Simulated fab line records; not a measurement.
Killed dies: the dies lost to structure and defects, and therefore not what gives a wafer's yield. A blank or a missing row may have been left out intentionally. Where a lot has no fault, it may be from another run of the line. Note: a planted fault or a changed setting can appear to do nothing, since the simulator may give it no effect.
fab line records	flow n5Finfet
record: lots: 9	wafers: 27	lastDay: 18
route steps=1938 shown WELL_APT@43 PMOS_HMC_CHANNEL_EPI@67 BEOL_M4@1111 PASSIVATION@1936
lots with no fault: from the same line, run without faults
startH: start of the lot's first displayed wafer, in hours after the record's first day	waitH: how many hours have passed since the lot's step before this one	" repeats the value in the row above	L1.1+2: a single row standing in for several wafers	- no value present, or no start provided	* or withheld: withheld	< > ~ a bound
route shown NAME@n: names a module that has steps shown in the file, with the first one's number in the route	usual: the fault-free wafers' mean and standard deviation	same: alike in all rows	chamber/n: place in a boat	sites: per-site readings	_std_site: how widely they spread, as a standard deviation	_edge_site: mean of outer sites minus mean of inner sites	radiusMm: for every site, how far away it sits from the centre of the wafer	mask NAME#n: copy n	behind: the tool/chamber that last shaped the wafer	hold: what put the lot on hold/how long, in hours/how the hold closed	device: names the non-switching transistor (n, p or np)	end of line: at the end of the route, the tests of the same wafers	step lacking rows: just its recipe	killed: dies lost to structure and defects at the first sort, not the wafer's yield	map: a wafer's dies, marking killed ones x, the rest . and places with no die _
set.NAME: the setting as run; set.NAME@STEP: as run at that earlier step	model.NAME: the simulator's own value behind a step, which no gauge read
route steps across a sampled set of lots; one table per step, one row per wafer
services: a tool's chamber out of use, with start hour (startH, from the record's first day; less than 0 if before it), hours out, and reason
== steps ==
step: N5_WELL_APT_CD_MEAS_25
recipe: targetCdNm: 200	landingEnergyEv: 500	detector: seInlens
usual: cdNm: 200.5/2.1
lot.wafer	tool	chamber	startH	waitH	cdNm
L442.2	cdSem-02	0	15.43	-	199.1
L442.3	"	0	"	"	201.3
L442.4	"	0	"	"	203.1
L446.1	cdSem-02	0	38.92	-	203.8
L446.3	"	0	"	"	201.8
L446.6	"	0	"	"	198.8
L447.1	cdSem-03	0	44.97	-	204.4
L447.3	"	0	"	"	204.0
L447.5	"	0	"	"	202.6
L453.2	cdSem-03	0	80.84	-	201.4
L453.3	"	0	"	"	202.6
L453.6	"	0	"	"	201.2
L457.1	cdSem-01	0	105.12	-	199.9
L457.5	"	0	"	"	198.8
L457.6	"	0	"	"	200.8
L460.1	cdSem-01	0	122.82	-	198.3
L460.2	"	0	"	"	197.2
L460.5	"	0	"	"	201.4
L463.1	cdSem-03	0	140.80	-	198.1
L463.3	"	0	"	"	201.5
L463.4	"	0	"	"	199.4
L464.1	cdSem-01	0	146.83	-	198.2
L464.2	"	0	"	"	200.9
L464.3	"	0	"	"	198.9
L465.1	cdSem-02	0	152.93	-	199.4
L465.4	"	0	"	"	201.8
L465.5	"	0	"	"	198.2
step: N5_WELL_APT_RTA_34
recipe: tempC: 1000	timeS: 10	ambient: N2	idleTempC: 600	rampUpCPerS: 150	rampDownCPerS: 60	coolToC: 600
usual: lampPowerPct: 13.00/0.055	wafer_temp_C_max: 1003.6/1.1
lot.wafer	tool	chamber	startH	waitH	lampPowerPct	wafer_temp_C_max
L442.2	rtpAnneal-02	0	16.58	0.0	13.00	1002.9
L442.3	"	0	"	"	13.00	1004.2
L442.4	"	0	"	"	12.90	1004.4
L446.1	rtpAnneal-02	0	40.18	0.0	13.05	1005.2
L446.3	"	0	"	"	13.04	1003.6
L446.6	"	0	"	"	12.99	1005.4
L447.1	rtpAnneal-01	0	46.05	0.1	12.93	1002.5
L447.3	"	0	"	"	13.00	1002.9
L447.5	"	0	"	"	12.98	1003.5
L453.2	rtpAnneal-02	0	81.71	0.0	13.05	1005.4
L453.3	"	0	"	"	12.99	1002.5
L453.6	"	0	"	"	12.91	1005.0
L457.1	rtpAnneal-02	0	106.18	0.2	13.13	1003.1
L457.5	"	0	"	"	12.98	1002.4
L457.6	"	0	"	"	13.02	1003.8
L460.1	rtpAnneal-01	0	123.67	0.0	12.98	1005.3
L460.2	"	0	"	"	13.06	1001.5
L460.5	"	0	"	"	13.03	1002.6
L463.1	rtpAnneal-01	0	141.77	0.0	12.95	1004.5
L463.3	"	0	"	"	13.07	1006.3
L463.4	"	0	"	"	12.97	1004.3
L464.1	rtpAnneal-02	0	147.82	0.0	13.04	1003.8
L464.2	"	0	"	"	13.07	1003.9
L464.3	"	0	"	"	13.00	1002.7
L465.1	rtpAnneal-01	0	153.97	0.0	12.98	1002.6
L465.4	"	0	"	"	13.04	1004.6
L465.5	"	0	"	"	13.04	1005.2
step: N5_WELL_APT_OXIDE_STRIP_42
recipe: chemistry: dHF	dilution: 25:1	timeS: 45	tempC: 25	target: SiO2	targetDepthA: 120
lot.wafer	tool	chamber	startH	waitH
L442.2+3+4	wetBench-05	1,2,0	16.70	0.1
L446.1+3+6	wetBench-03	3,5,2	40.45	0.2
L447.1+3+5	wetBench-03	4,3,1	46.21	0.1
L453.2+3+6	wetBench-05	4,3,5	81.83	0.1
L457.1+5+6	wetBench-03	4,5,3	106.32	0.1
L460.1+2+5	wetBench-03	7,0,1	123.81	0.1
L463.1+3+4	wetBench-05	6,5,1	141.92	0.1
L464.1+2+3	wetBench-06	2,7,5	147.98	0.1
L465.1+4+5	wetBench-06	1,7,0	154.13	0.1
step: N5_WELL_APT_INSPECT_38
recipe: inspectInstrument: darkfield	mode: postEpi
usual: rawDefectCount: 13/5
lot.wafer	tool	chamber	startH	waitH	rawDefectCount
L442.2	defectInspect-02	-	17.43	0.4	3
L442.3	"	-	"	"	7
L442.4	"	-	"	"	18
L446.1	defectInspect-01	-	41.18	0.5	14
L446.3	"	-	"	"	9
L446.6	"	-	"	"	8
L447.1	defectInspect-02	-	46.94	0.5	15
L447.3	"	-	"	"	12
L447.5	"	-	"	"	10
L453.2	defectInspect-02	-	82.56	0.4	22
L453.3	"	-	"	"	20
L453.6	"	-	"	"	13
L457.1	defectInspect-01	-	107.05	0.5	489
L457.5	"	-	"	"	519
L457.6	"	-	"	"	527
L460.1	defectInspect-01	-	124.54	0.5	506
L460.2	"	-	"	"	552
L460.5	"	-	"	"	505
L463.1	defectInspect-02	-	142.65	0.5	16
L463.3	"	-	"	"	12
L463.4	"	-	"	"	22
L464.1	defectInspect-02	-	148.71	0.5	10
L464.2	"	-	"	"	11
L464.3	"	-	"	"	3
L465.1	defectInspect-01	-	154.86	0.5	10
L465.4	"	-	"	"	8
L465.5	"	-	"	"	12
step: N5_PMOS_HMC_CHANNEL_EPI_INSPECT_11
recipe: mode: adi	inspectInstrument: macro
usual: rawDefectCount: 1.9/1.5
lot.wafer	tool	chamber	startH	waitH	rawDefectCount
L442.2	defectInspect-02	-	17.80	0.0	3
L442.3	"	-	"	"	1
L442.4	"	-	"	"	2
L446.1	defectInspect-01	-	41.55	0.0	5
L446.3	"	-	"	"	0
L446.6	"	-	"	"	1
L447.1	defectInspect-01	-	47.45	0.0	1
L447.3	"	-	"	"	0
L447.5	"	-	"	"	0
L453.2	defectInspect-02	-	83.06	0.0	1
L453.3	"	-	"	"	1
L453.6	"	-	"	"	1
L457.1	defectInspect-01	-	107.42	0.0	>300
L457.5	"	-	"	"	>300
L457.6	"	-	"	"	>300
L460.1	defectInspect-02	-	124.91	0.0	>300
L460.2	"	-	"	"	>300
L460.5	"	-	"	"	>300
L463.1	defectInspect-02	-	143.14	0.0	3
L463.3	"	-	"	"	1
L463.4	"	-	"	"	3
L464.1	defectInspect-01	-	149.20	0.0	3
L464.2	"	-	"	"	0
L464.3	"	-	"	"	0
L465.1	defectInspect-01	-	155.23	0.0	0
L465.4	"	-	"	"	0
L465.5	"	-	"	"	2
step: N5_PMOS_HMC_CHANNEL_EPI_HM_OPEN_15
recipe: chemistry: CHF3/O2	target: SiO2	maskMaterial: CAR-ArF-block	targetDepthA: 406	CHF3_flow_sccm: 50	O2_flow_sccm: 5	Ar_flow_sccm: 200	timeS: 20.3	pressureMtorr: 30	sourceW: 650	biasW: 170	ionEnergyEv: 200
usual: CHF3_flow_sccm: 50.01/0.15	drypumpMotorCurrentA: 5.6/0.49	oesProductAu: 0.76/0.063	rfVppV: 525/7.2	showerheadPlenumPTorr: 2.42/0.11	throttleValvePct: 18.98/0.24
lot.wafer	tool	chamber	startH	waitH	CHF3_flow_sccm	drypumpMotorCurrentA	oesProductAu	rfHoursCounterH	rfVppV	showerheadPlenumPTorr	throttleValvePct
L442.2	rieDiel-02	1	17.91	0.0	50.08	5.6	0.72	205	519	2.27	19.25
L442.3	"	2	"	"	49.80	5.0	0.71	223	533	2.31	18.99
L442.4	"	0	"	"	49.78	5.2	0.78	100	517	2.51	19.12
L446.1	rieDiel-02	2	41.66	0.0	49.99	5.0	0.70	231	537	2.30	18.99
L446.3	"	1	"	"	50.05	5.6	0.71	213	519	2.27	19.24
L446.6	"	2	"	"	49.87	5.0	0.69	-	536	2.30	19.02
L447.1	rieDiel-06	2	47.78	0.0	50.17	5.9	0.70	202	514	2.37	19.08
L447.3	"	3	"	"	50.14	6.4	0.78	116	538	2.51	18.61
L447.5	"	0	"	"	50.06	5.1	0.77	-	523	2.32	18.85
L453.2	rieDiel-05	2	83.17	0.0	50.16	5.0	0.75	160	525	2.51	19.33
L453.3	"	0	"	"	50.00	6.2	0.74	196	526	2.29	19.03
L453.6	"	3	"	"	50.02	5.6	0.76	-	530	2.52	18.68
L457.1	rieDiel-02	1	107.56	0.0	49.90	5.6	0.69	232	517	2.26	19.27
L457.5	"	0	"	"	50.30	5.2	0.76	-	517	2.50	19.18
L457.6	"	1	"	"	50.08	5.7	0.69	-	519	2.26	19.28
L460.1	rieDiel-06	1	125.02	0.0	50.37	6.6	0.91	21	526	2.54	18.46
L460.2	"	3	"	"	49.99	6.5	0.75	141	538	2.50	18.67
L460.5	"	3	"	"	50.23	6.5	0.75	-	538	2.50	18.67
L463.1	rieDiel-06	1	143.25	0.0	49.95	6.6	0.89	26	526	2.54	18.47
L463.3	"	0	"	"	49.90	5.2	0.76	143	524	2.31	18.90
L463.4	"	2	"	"	49.75	5.9	0.68	232	514	2.36	19.13
L464.1	rieDiel-06	3	149.32	0.0	49.93	6.5	0.74	149	537	2.50	18.67
L464.2	"	2	"	"	49.90	5.9	0.67	234	515	2.36	19.12
L464.3	"	0	"	"	49.94	5.2	0.75	145	523	2.31	18.90
L465.1	rieDiel-06	3	155.75	0.0	50.21	6.5	0.75	151	537	2.49	18.68
L465.4	"	0	"	"	49.93	5.2	0.75	147	523	2.31	18.91
L465.5	"	0	"	"	50.03	5.2	0.75	-	525	2.31	18.91
step: N5_BEOL_M4_RC_MEAS_101
usual: DIBL_N: 36.2/1.7	DIBL_P: 36.2/2.2	IOFF_N: 0.16/0.035	IOFF_P: 0.21/0.042	ION_N: 673/13	ION_P: 462/7.9	SS_N: 71.4/0.59	SS_P: 73.2/0.7	VT_N: 250/3.6	VT_P: -251/3.5
lot.wafer	tool	chamber	startH	waitH	DIBL_N[mV/V]	DIBL_P[mV/V]	IOFF_N[nA/um]	IOFF_P[nA/um]	ION_N[uA/um]	ION_P[uA/um]	SS_N[mV/dec]	SS_P[mV/dec]	VT_N[mV]	VT_P[mV]
L442.2	prober-01	0	158.81	0.2	39.5	39.9	0.20	0.24	672	458	72.9	74.6	248	-248
L442.3	"	0	"	"	37.5	36.7	0.17	0.20	681	461	71.9	74.5	253	-251
L442.4	"	0	"	"	34.2	33.5	0.11	0.15	642	443	71.0	72.4	256	-256
L446.1	prober-02	0	178.17	0.0	35.5	34.9	0.14	0.19	667	464	70.9	73.4	251	-251
L446.3	"	0	"	"	34.1	33.8	0.12	0.18	673	467	70.8	72.8	250	-254
L446.6	"	0	"	"	36.4	35.9	0.17	0.21	689	467	71.2	72.6	247	-250
L447.1	prober-01	0	188.64	0.0	39.8	40.7	0.25	0.32	705	485	72.4	74.7	240	-245
L447.3	"	0	"	"	39.8	39.1	0.22	0.28	680	468	71.3	74.4	246	-248
L447.5	"	0	"	"	41.5	41.8	0.28	0.36	688	478	72.1	74.7	243	-243
L453.2	prober-01	0	240.28	0.2	33.6	32.4	0.11	0.16	655	450	70.5	71.7	251	-253
L453.3	"	0	"	"	35.7	35.6	0.14	0.21	661	459	70.5	73.2	249	-251
L453.6	"	0	"	"	33.9	32.6	0.11	0.17	666	455	70.8	73.0	255	-253
L457.1	prober-02	0	250.91	0.0	36.0	36.3	0.17	0.21	684	466	71.8	73.6	251	-251
L457.5	"	0	"	"	33.5	33.6	0.12	0.18	668	463	70.9	72.8	255	-253
L457.6	"	0	"	"	37.8	38.1	0.20	0.26	684	464	71.9	74.1	247	-247
L460.1	prober-02	0	281.11	0.0	32.5	32.9	0.10	0.15	654	455	71.2	72.3	256	-254
L460.2	"	0	"	"	32.4	31.6	0.10	0.14	648	446	70.5	72.4	256	-255
L460.5	"	0	"	"	32.2	30.7	0.09	0.13	648	446	70.4	72.3	258	-258
L463.1	prober-01	0	302.20	0.0	37.8	37.2	0.16	0.25	669	459	71.8	73.6	247	-247
L463.3	"	0	"	"	36.2	34.0	0.12	0.19	673	462	71.5	72.6	255	-251
L463.4	"	0	"	"	37.1	34.9	0.15	0.21	675	470	70.9	72.3	249	-249
L464.1	prober-02	0	303.62	0.0	37.0	36.1	0.16	0.21	668	459	71.3	72.9	251	-250
L464.2	"	0	"	"	34.4	33.8	0.12	0.17	666	457	71.0	71.9	255	-253
L464.3	"	0	"	"	37.7	37.8	0.18	0.24	678	459	71.8	73.3	247	-249
L465.1	prober-01	0	305.78	0.0	34.9	36.8	0.15	0.17	665	450	70.6	73.9	252	-257
L465.4	"	0	"	"	35.1	35.5	0.14	0.16	672	451	71.4	73.2	252	-259
L465.5	"	0	"	"	34.1	35.1	0.13	0.16	666	454	71.0	73.1	255	-258
step: N5_PASSIVATION_PROBE_49
usual: defectLimitedYield: 91.4/1.4	killed_at_M0_to_M3: 31/10	killed_at_M4_up: 14/5.6	killedAtContacts: 13/6.3	killedAtFrontEnd: 39/10	killedAtOther: 4/3.1	killedDies: 101/16	killedOpen: 65/13	killedShort: 34/7.2	sort_bin_4_leakage: 0.00/0.007	sort_bin_5_function: 5.1/0.88	sort_bin_6_memory: 3.2/0.66	sort_bin_8_speed: 0.00/0.007	sortNPass: 1079/16	sortYieldPct: 91.4/1.4
same: grossDies: 1180	killedAtBackSide: 0
lot.wafer	tool	chamber	startH	waitH	defectLimitedYield[%]	killed_at_M0_to_M3	killed_at_M4_up	killedAtContacts	killedAtFrontEnd	killedAtOther	killedDies	killedOpen	killedShort	sort_bin_4_leakage[%]	sort_bin_5_function[%]	sort_bin_6_memory[%]	sort_bin_8_speed[%]	sortNPass	sortYieldPct[%]
L453.2	prober-01	-	340.85	0.1	93.1	22	13	11	33	3	82	45	35	0	3.8	2.9	0	1098	93.1
L453.6	prober-01	-	341.05	0.3	87.8	52	17	17	57	1	144	99	44	0	7.3	4.2	0	1036	87.8
L457.1	prober-01	-	362.12	0.0	83.5	18	21	14	141	1	195	55	29	0	9.7	4.2	0	985	83.5
L457.5	prober-01	-	362.32	0.2	82.6	29	16	13	144	3	205	60	28	0	11.5	3.7	0	975	82.6
L457.6	prober-01	-	362.37	0.3	83.0	19	18	14	150	0	201	57	24	0	11.0	3.7	0	979	83.0
L460.1	prober-02	-	391.78	0.0	83.3	35	16	2	140	4	197	63	27	0	11.5	3.4	0	983	83.3
L460.2	prober-02	-	391.83	0.1	85.0	22	9	8	135	3	177	59	34	0	9.3	4.2	0	1003	85.0
L460.5	prober-02	-	391.98	0.2	84.2	28	7	6	144	1	186	38	22	0	9.7	3.7	0.08	993	84.2
killed by level:class
L453.2 FIN_SAQP:geometricParticle:short=9 MOL_CONTACT_COAG:geometricParticle:open=8 BEOL_M1:geometricParticle:open=7 BEOL_M4:geometricParticle:open=7 STARTING-WAFER:geometricParticle:short=6 DUMMY_GATE:geometricParticle:open=5 FIN_SAQP:geometricParticle:open=4 BEOL_M0_SAQP:geometricParticle:short=4
L453.6 FIN_SAQP:geometricParticle:open=15 BEOL_M1:geometricParticle:open=14 STI_FIN_REVEAL:geometricParticle:open=12 MOL_CONTACT_COAG:geometricParticle:open=11 BEOL_M2:geometricParticle:open=9 BEOL_M4:geometricParticle:open=9 BEOL_M3:geometricParticle:open=8 FIN_SAQP:geometricParticle:short=7
L457.1 WELL_APT:unspecified=107 MOL_CONTACT_COAG:geometricParticle:open=10 BEOL_M4:geometricParticle:open=8 DUMMY_GATE:geometricParticle:open=6 GATE_CUT:geometricParticle:short=6 DUMMY_GATE:geometricParticle:short=5 BEOL_M0_SAQP:geometricParticle:open=5 GATE_CUT:geometricParticle:open=4
L457.5 WELL_APT:unspecified=115 MOL_CONTACT_COAG:geometricParticle:open=10 FIN_SAQP:geometricParticle:open=7 BEOL_M0_SAQP:geometricParticle:open=7 BEOL_M0_SAQP:geometricParticle:short=7 BEOL_M1:geometricParticle:open=6 BEOL_M5:geometricParticle:open=5 FIN_SAQP:geometricParticle:short=4
L457.6 WELL_APT:unspecified=117 BEOL_M4:geometricParticle:open=11 MOL_CONTACT_COAG:geometricParticle:open=10 FIN_SAQP:geometricParticle:open=7 BEOL_M3:geometricParticle:short=6 BEOL_M3:geometricParticle:open=5 STARTING-WAFER:geometricParticle:open=5 DUMMY_GATE:geometricParticle:open=4
L460.1 WELL_APT:unspecified=104 FIN_SAQP:geometricParticle:open=10 BEOL_M4:geometricParticle:open=10 BEOL_M3:geometricParticle:open=9 BEOL_M0_SAQP:geometricParticle:short=7 FIN_SAQP:geometricParticle:short=6 STI_FIN_REVEAL:geometricParticle:open=6 BEOL_M0_SAQP:geometricParticle:open=5
L460.2 WELL_APT:unspecified=84 FIN_SAQP:geometricParticle:open=17 FIN_SAQP:geometricParticle:short=11 MOL_CONTACT_COAG:geometricParticle:open=7 STI_FIN_REVEAL:geometricParticle:open=6 BEOL_M0_SAQP:geometricParticle:open=5 BEOL_M1:geometricParticle:open=5 BEOL_M2:geometricParticle:open=5
L460.5 WELL_APT:unspecified=125 BEOL_M0_SAQP:geometricParticle:short=9 MOL_CONTACT_COAG:geometricParticle:open=6 BEOL_M0_SAQP:geometricParticle:open=5 BEOL_M2:geometricParticle:open=5 FIN_SAQP:geometricParticle:short=4 BEOL_M3:geometricParticle:open=4 DUMMY_GATE:geometricParticle:short=3
== services ==
tool	chamber	startH	hours	kind
rieDiel-05	1	-4.48	-	clean
rieDiel-05	1	-4.48	-	consumableReplace:focusRing
rieDiel-05	1	-4.48	20.9	scheduledDown
rieDiel-05	1	-4.48	20.9	ventCycle
rieDiel-06	1	31.18	3.3	repair
rieDiel-06	1	34.97	-	clean
rieDiel-06	1	34.97	-	consumableReplace:focusRing
rieDiel-06	1	34.97	-	consumableReplace:showerhead
rieDiel-06	1	34.97	19.9	scheduledDown
rieDiel-06	1	34.97	19.9	ventCycle
rieDiel-02	-	46.50	0.5	repair
rtpAnneal-02	-	49.25	4.4	pm
rieDiel-05	1	72.84	5.6	repair
rieDiel-02	2	106.52	6.9	repair
rieDiel-02	1	113.58	17.4	repair
rieDiel-05	1	115.02	3.4	repair
rieDiel-02	2	118.32	7.8	repair
rieDiel-02	2	131.09	-	clean
rieDiel-02	2	131.09	-	consumableReplace:focusRing
rieDiel-02	2	131.09	-	consumableReplace:showerhead
rieDiel-02	2	131.09	30.9	scheduledDown
rieDiel-02	2	131.09	30.9	ventCycle
rieDiel-02	3	144.57	4.2	repair
rieDiel-02	-	154.97	0.8	repair
== key ==
firstSign: step: N5_WELL_APT_INSPECT_38	reading: rawDefectCount	direction: up	sigmas: 99+	usual: 13	struck: 516
effect: step: N5_PMOS_HMC_CHANNEL_EPI_INSPECT_11	reading: rawDefectCount	direction: up	sigmas: 99+	usual: 1.9	struck: >300
effect: step: N5_PASSIVATION_PROBE_49	reading: killedAtFrontEnd	direction: up	sigmas: 9.8	usual: 39	struck: 142
moreKillsBornAt: N5_WELL_APT_OXIDE_STRIP_42@wetBench-03: 652
metAt N5_WELL_APT_OXIDE_STRIP_42
struckLots L457,L460
notActingAt N5_WELL_APT_CD_MEAS_25,N5_WELL_APT_RTA_34,N5_PMOS_HMC_CHANNEL_EPI_HM_OPEN_15
onsetBetween 46.21 106.32
fault: kind: chamberParticleSource	tool: wetBench-03	chamber: -	onsetH: 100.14	steps: N5_WELL_APT_OXIDE_STRIP_42	ratePerVisitCm2: 0.76534	endH: 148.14
